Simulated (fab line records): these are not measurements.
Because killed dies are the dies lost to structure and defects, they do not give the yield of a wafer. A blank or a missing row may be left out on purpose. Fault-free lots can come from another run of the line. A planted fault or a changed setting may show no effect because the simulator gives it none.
Matching of chambers + flow nandHarc + NHARC_P_BONDPAD_DESCUM_11 on rieDiel-05 has 4 sister chambers
The step chemistry O2, time 3 s. 4 wafers are shown with their chamber, then 8 later ones without.

== WAFERS, EACH WITH ITS CHAMBER ==
| wafer  | chamber | showerheadPlenumPTorr (Torr) |
|--------|---------|------------------------------|
| L083.5 | 3       | 1.82                         |
| L085.6 | 0       | 1.93                         |
| L090.5 | 2       | 1.90                         |
| L096.2 | 1       | 1.99                         |

== WAFERS WITHOUT THEIR CHAMBER ==
| wafer  | showerheadPlenumPTorr (Torr) |
|--------|------------------------------|
| L096.3 | 1.93                         |
| L096.5 | 1.81                         |
| L097.1 | 1.99                         |
| L097.2 | 1.81                         |
| L097.6 | 1.99                         |
| L097.3 | 1.89                         |
| L097.4 | 1.93                         |
| L097.5 | 1.89                         |

== WHICH CHAMBER EACH WENT THROUGH ==
| wafer  | from the rows above | in truth |
|--------|---------------------|----------|
| L096.3 | 0                   | 0        |
| L096.5 | 3                   | 3        |
| L097.1 | 1                   | 1        |
| L097.2 | 3                   | 3        |
| L097.6 | 1                   | 1        |
| L097.3 | 2                   | 2        |
| L097.4 | 0                   | 0        |
| L097.5 | 2                   | 2        |
Correct placement for 8 of the 8. Can't be placed from these rows: 0. Wrongly placed: 0.
How it was worked out, from the rows above alone: a wafer's distance from a chamber is the root of the sum, over the readings, of the square of ((its reading less the chamber's mean) divided by the reading's scatter). If the next closest chamber is less than 2 further off than the closest, the wafer can't be placed; otherwise it belongs to the closest. The mean given for a chamber averages the wafers shown for that chamber. The scatter: root of mean squared gap, hidden wafer to nearest shown wafer, with one shown wafer a chamber.
